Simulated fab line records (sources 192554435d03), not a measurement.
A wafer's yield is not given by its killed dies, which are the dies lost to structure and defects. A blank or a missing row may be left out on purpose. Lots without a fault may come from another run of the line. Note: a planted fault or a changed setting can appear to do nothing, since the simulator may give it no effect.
Which tool is to blame?    flow n5 finfet    Sampling: 9 lots, 23 wafers, 7 of 1938 route steps

== WHAT THE GAUGES SHOWED, per wafer ==
N5_BEOL_M0_SAQP_INSPECT_42: inspects for defects (brightfield).
lot   measured      on                 raw defect count
L549  day 5 14:45   defect inspect-02  323 274 333
L551  day 6 01:11   defect inspect-02  371 219 338
L555  day 7 11:20   defect inspect-01  1187 182
L556  day 7 18:52   defect inspect-02  1196
L557  day 7 20:04   defect inspect-02  1534 1315
L560  day 8 07:36   defect inspect-01  346 323 262
L563  day 8 22:58   defect inspect-01  266 350 319
L564  day 9 07:24   defect inspect-02  304 357 465
L572  day 11 14:02  defect inspect-01  292 434 460

N5_BEOL_M0_CUTY_INSPECT_59: inspects for defects (macro).
lot   measured      on                 raw defect count
L549  day 5 16:21   defect inspect-01  2 2 1
L551  day 6 02:35   defect inspect-02  3 5 2
L555  day 7 12:43   defect inspect-01  >300 2
L556  day 7 20:29   defect inspect-02  >300
L557  day 7 21:31   defect inspect-02  >300 >300
L560  day 8 09:19   defect inspect-02  2 2 0
L563  day 9 00:32   defect inspect-02  2 2 2
L564  day 9 08:48   defect inspect-02  4 3 4
L572  day 11 15:30  defect inspect-01  4 2 4

N5_BEOL_M4_RC_MEAS_101.
lot   measured      on         DIBL_N (mV/V)   DIBL_P (mV/V)  IOFF_N (nA/um)  IOFF_P (nA/um)  ION_N (uA/um)  ION_P (uA/um)  SS_N (mV/dec)   SS_P (mV/dec)   VT_N (mV)    VT_P (mV)
L549  day 10 15:06  prober-01  33.4 32.1 32.3  34 32 33       0.13 0.12 0.10  0.20 0.16 0.17  648 659 648    455 458 454    72.0 70.9 70.4  72.2 71.6 71.5  254 253 260  -247 -252 -251
L551  day 11 05:18  prober-02  36.0 36.3 36.3  34 36 35       0.14 0.17 0.15  0.20 0.24 0.24  676 692 691    465 472 474    71.2 71.6 71.2  72.9 73.4 72.7  248 244 249  -250 -246 -248
L555  day 12 01:50  prober-01  38.1 35.8       40 36          0.20 0.15       0.34 0.23       688 673        477 465        71.9 71.4       74.2 73.5       247 250      -244 -249
L556  day 12 02:31  prober-02  34.7            37             0.14            0.21            667            463            70.5            73.3            252          -247
L557  day 12 21:28  prober-02  42.2 40.5       41 39          0.31 0.26       0.35 0.30       705 686        475 470        72.6 71.8       75.0 74.3       242 242      -241 -246
L560  day 13 06:21  prober-02  36.6 35.2 36.7  37 37 37       0.17 0.15 0.16  0.21 0.21 0.21  681 683 671    462 474 460    72.2 71.9 71.5  73.4 73.5 73.6  250 251 250  -248 -249 -251
L563  day 14 04:21  prober-02  38.4 38.2 38.4  40 39 41       0.22 0.21 0.22  0.28 0.25 0.30  711 687 685    479 465 471    72.2 71.8 72.6  73.7 73.8 74.4  246 247 246  -248 -250 -246
L564  day 14 05:19  prober-01  34.6 38.4 40.5  36 38 41       0.12 0.18 0.23  0.22 0.24 0.32  669 671 693    471 469 476    71.3 71.9 72.6  73.4 73.8 74.8  256 250 246  -249 -248 -243
L572  day 16 15:21  prober-02  39.7 40.2 38.0  42 42 39       0.26 0.25 0.22  0.32 0.33 0.26  694 682 681    474 475 466    72.8 72.6 72.4  75.2 74.5 74.2  241 246 245  -245 -245 -246

== EACH LOT AND THE TOOL THAT RAN IT (in order: tool; ch and the chambers of the sampled wafers; start) ==
lot   N5_BEOL_M0_SAQP_MANDREL_ETCH_103  N5_BEOL_M0_SAQP_RECESS_109          N5_BEOL_M0_SAQP_SPACER2_ALD_26     N5_BEOL_M0_SAQP_ETCH_88
L549  rie si-05 ch 0,3, day 5 12:44     vapor etch-01 ch 0,1, day 5 13:28   ald sin-01 ch 0,3, day 5 13:34     rie diel-02 ch 0,1,3, day 5 14:53
L551  rie si-03 ch 0,1,3, day 5 23:05   vapor etch-01 ch 0,1, day 5 23:47   ald sin-01 ch 1,2, day 5 23:55     rie diel-06 ch 1,2, day 6 01:16
L555  rie si-06 ch 1,2, day 7 09:19     vapor etch-01 ch 0,1, day 7 10:04   ald sin-02 ch 1,2, day 7 10:11     rie diel-06 ch 3, day 7 11:24
L556  rie si-03 ch 1, day 7 16:45       vapor etch-01 ch 0, day 7 17:29     ald sin-04 ch 1, day 7 17:49       rie diel-02 ch 0, day 7 19:18
L557  rie si-03 ch 3, day 7 17:28       vapor etch-01 ch 0, day 7 18:32     ald sin-01 ch 0,1, day 7 18:49     rie diel-02 ch 0,3, day 7 20:08
L560  rie si-05 ch 0,2,3, day 8 04:52   vapor etch-02 ch 0,1, day 8 05:47   ald sin-04 ch 1,2,3, day 8 06:27   rie diel-06 ch 0,1,2, day 8 07:40
L563  rie si-05 ch 0,2,3, day 8 20:52   vapor etch-02 ch 0,1, day 8 21:35   ald sin-04 ch 0,1,2, day 8 21:42   rie diel-02 ch 1,2, day 8 23:02
L564  rie si-03 ch 1,2,3, day 9 05:09   vapor etch-02 ch 0,1, day 9 05:57   ald sin-01 ch 2,3, day 9 06:16     rie diel-02 ch 0,1, day 9 07:28
L572  rie si-03 ch 1,2,3, day 11 11:47  vapor etch-02 ch 0,1, day 11 12:29  ald sin-02 ch 0,1,3, day 11 12:46  rie diel-06 ch 0,2,3, day 11 14:07
- N5_BEOL_M0_SAQP_MANDREL_ETCH_103: etches a-Si in HBr/Cl2, stops on SiCN, target depth 45 nm, bt time 10 s, time 27 s.
- N5_BEOL_M0_SAQP_RECESS_109: chemistry HF/NH3, target SiO2, target depth 3 nm, afs cycles 1, sublimation time 60 s.
- N5_BEOL_M0_SAQP_SPACER2_ALD_26: deposits SiO2, target thk 15 nm, pulse time 1 s, purge time 2 s.
- N5_BEOL_M0_SAQP_ETCH_88: etches underlayer in N2/H2, target depth 6.5 nm, time 5.2 s.

== AS READ BY THE TOOLS THEMSELVES (means over the sampled wafers that have a number; for cases with no such wafer, the mark the record gives instead) ==
N5_BEOL_M0_SAQP_MANDREL_ETCH_103.
lot   tool       drypump motor current A (A)  oes product au (a.u.)  throttle valve pct (%)
L549  rie si-05  5.9                          0.683                  35.7
L551  rie si-03  5.6                          0.687                  35.5
L555  rie si-06  5.3                          0.692                  35.3
L556  rie si-03  6.4                          0.685                  35.8
L557  rie si-03  5.3                          0.696                  35.5
L560  rie si-05  6.0                          0.677                  35.5
L563  rie si-05  6.0                          0.684                  35.5
L564  rie si-03  5.8                          0.679                  35.4
L572  rie si-03  5.8                          0.669                  35.4

N5_BEOL_M0_SAQP_RECESS_109.
lot   tool           drypump motor current A (A)
L549  vapor etch-01  4.9
L551  vapor etch-01  4.9
L555  vapor etch-01  4.8
L556  vapor etch-01  4.9
L557  vapor etch-01  4.9
L560  vapor etch-02  5.7
L563  vapor etch-02  5.7
L564  vapor etch-02  5.7
L572  vapor etch-02  5.4

N5_BEOL_M0_SAQP_SPACER2_ALD_26.
lot   tool        heater power w (W)  precursor pulse height rel
L549  ald sin-01  458                 0.999
L551  ald sin-01  479                 1.006
L555  ald sin-02  524                 0.992
L556  ald sin-04  395                 1.001
L557  ald sin-01  522                 0.998
L560  ald sin-04  426                 0.986
L563  ald sin-04  435                 0.985
L564  ald sin-01  433                 1.015
L572  ald sin-02  486                 0.975

N5_BEOL_M0_SAQP_ETCH_88.
lot   tool         drypump motor current A (A)  etch rf on time s (s)  oes product au (a.u.)  rf vpp V (V)  showerhead plenum p Torr (Torr)  throttle valve pct (%)
L549  rie diel-02  5.7                          5.21                   0.63                   526           2.55                             18.0
L551  rie diel-06  5.4                          5.27                   0.65                   525           2.61                             17.7
L555  rie diel-06  5.4                          5.17                   0.78                   524           2.47                             17.5
L556  rie diel-02  5.8                          5.27                   0.57                   524           2.53                             18.4
L557  rie diel-02  5.8                          5.23                   0.60                   526           2.58                             18.1
L560  rie diel-06  5.6                          5.22                   0.69                   525           2.58                             17.6
L563  rie diel-02  5.5                          5.04                   0.67                   520           2.42                             17.7
L564  rie diel-02  5.7                          5.29                   0.60                   523           2.51                             18.2
L572  rie diel-06  5.6                          5.16                   0.72                   523           2.53                             17.5

== THE ANSWER, worked out from the rows above alone ==
Rule: the lots themselves supply what counts as usual. Put in order of their means at a reading, lots are off if they are a third of the lots or fewer, leave a main group of 4 or more, and stand apart from it by a gap of 3 or more times the standard deviation of the main group's means; of several such gaps the widest counts. A main group is skipped when, at the precision printed for the reading in the tables above, its means are all equal. Also off: a lot with no number at a reading for which 4 or more lots have one. Any other lot the step has rows for is counted as sound. Order of review: gauges by route order, followed by the tools' own readings, for which a lot's mean as printed above is used. The first step at which some lot is off is used, and at that step the reading that is off furthest; a lot without a number counts as furthest.
Off: L555, L556, L557 (N5_BEOL_M0_SAQP_INSPECT_42, raw defect count). Main group: mean 335, sd 36.
A tool fits if, at a process step before that reading, it ran every lot that is off, and no sound lot after the first of them. Gauges at N5_BEOL_M0_SAQP_INSPECT_42: tried the same way as those tools. One fits: vapor etch-01 at N5_BEOL_M0_SAQP_RECESS_109. Its last sound lot is L551 (day 5 23:47), its first lot that is off L555 (day 7 10:04): a fault that began between those two fits.

== WHAT HAD BEEN PUT IN BY THE SIMULATOR ==
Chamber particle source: vapor etch-01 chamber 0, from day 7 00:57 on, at N5_BEOL_M0_SAQP_RECESS_109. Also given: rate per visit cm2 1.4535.
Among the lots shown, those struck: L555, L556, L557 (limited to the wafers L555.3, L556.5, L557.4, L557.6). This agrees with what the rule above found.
